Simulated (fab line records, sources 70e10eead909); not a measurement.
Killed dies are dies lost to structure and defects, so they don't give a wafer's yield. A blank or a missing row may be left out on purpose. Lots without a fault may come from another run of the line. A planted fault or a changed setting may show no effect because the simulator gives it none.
Chamber matching | flow nand_harc | NHARC_P_M0_ETCH_34 on rie_diel-03: 4 sister chambers
The step etches the open film in N2/H2, target depth 40 nm, overetch 12 nm, time 43.94 s. 30 wafers are shown with their chamber, then 12 later ones without.

WAFERS WITH THEIR CHAMBER
wafer  | chamber | drypump_motor_current_A (A) | showerhead_plenum_p_Torr (Torr) | rf_vpp_V (V)
L074.1 | 1       | 6.0                         | 2.12                            | 433.9
L074.3 | 3       | 5.4                         | 2.18                            | 432.9
L074.5 | 2       | 5.5                         | 2.11                            | 432.9
L076.2 | 3       | 5.4                         | 2.18                            | 434.5
L076.4 | 1       | 6.0                         | 2.12                            | 432.2
L076.6 | 2       | 5.4                         | 2.10                            | 431.8
L077.4 | 1       | 6.0                         | 2.12                            | 433.0
L077.5 | 1       | 6.0                         | 2.12                            | 430.9
L077.6 | 2       | 5.5                         | 2.10                            | 431.4
L079.3 | 3       | 5.4                         | 2.18                            | 433.0
L079.5 | 3       | 5.4                         | 2.18                            | 434.6
L079.6 | 0       | 5.0                         | 1.97                            | 429.4
L085.1 | 3       | 5.4                         | 2.17                            | 435.2
L085.2 | 0       | 5.0                         | 1.96                            | 429.7
L085.3 | 1       | 6.0                         | 2.11                            | 431.8
L088.1 | 1       | 6.0                         | 2.11                            | 431.2
L088.4 | 0       | 4.9                         | 1.96                            | 429.7
L088.5 | 3       | 5.4                         | 2.17                            | 434.5
L087.2 | 3       | 5.4                         | 2.17                            | 432.4
L087.3 | 2       | 5.4                         | 2.10                            | 432.8
L087.5 | 1       | 6.0                         | 2.11                            | 433.2
L089.2 | 1       | 6.0                         | 2.11                            | 433.0
L089.4 | 3       | 5.4                         | 2.17                            | 435.3
L089.5 | 3       | 5.4                         | 2.17                            | 433.7
L092.1 | 2       | 5.5                         | 2.09                            | 431.6
L092.2 | 0       | 5.0                         | 1.96                            | 427.2
L092.3 | 3       | 5.4                         | 2.17                            | 435.2
L093.3 | 1       | 6.0                         | 2.11                            | 432.4
L093.4 | 0       | 5.0                         | 1.96                            | 426.6
L093.6 | 1       | 6.0                         | 2.11                            | 432.3

SIGNATURES (means of the wafers above)
reading                  | chamber 0 | chamber 1 | chamber 2 | chamber 3 | scatter within a chamber
drypump_motor_current_A  | 4.980     | 6.000     | 5.460     | 5.400     | 0.0277
showerhead_plenum_p_Torr | 1.9620    | 2.1140    | 2.1000    | 2.1740    | 0.00541
rf_vpp_V                 | 428.520   | 432.390   | 432.100   | 434.130   | 1.05
Rule: a wafer's distance from a chamber is the root of the sum, over the readings, of the square of ((its reading less the chamber's mean) divided by the reading's scatter). The wafer belongs to the nearest chamber; if the next one is less than 2 further off, it can't be placed. The scatter: the root of (the sum of the squares of (reading less its chamber's mean) over the shown wafers, divided by (wafers less chambers)).

WAFERS WITHOUT THEIR CHAMBER
wafer  | drypump_motor_current_A (A) | showerhead_plenum_p_Torr (Torr) | rf_vpp_V (V)
L094.2 | 5.5                         | 2.09                            | 432.0
L094.5 | 6.0                         | 2.10                            | 432.3
L094.6 | 4.9                         | 1.96                            | 428.4
L095.2 | 4.9                         | 1.96                            | 428.2
L095.4 | 6.0                         | 2.10                            | 430.9
L095.5 | 5.4                         | 2.17                            | 434.6
L096.1 | 5.0                         | 1.96                            | 427.4
L096.3 | 5.5                         | 2.09                            | 433.4
L096.4 | 6.0                         | 2.10                            | 431.3
L097.2 | 6.0                         | 2.10                            | 430.7
L097.4 | 5.5                         | 2.09                            | 432.3
L097.6 | 5.0                         | 1.96                            | 427.8

WHICH CHAMBER EACH WENT THROUGH
wafer  | from the rows above | in truth
L094.2 | 2                   | 2
L094.5 | 1                   | 1
L094.6 | 0                   | 0
L095.2 | 0                   | 0
L095.4 | 1                   | 1
L095.5 | 3                   | 3
L096.1 | 0                   | 0
L096.3 | 2                   | 2
L096.4 | 1                   | 1
L097.2 | 1                   | 1
L097.4 | 2                   | 2
L097.6 | 0                   | 0
Placed correctly: 12 of 12. Can't be placed from these rows: 0. Placed wrongly: 0.
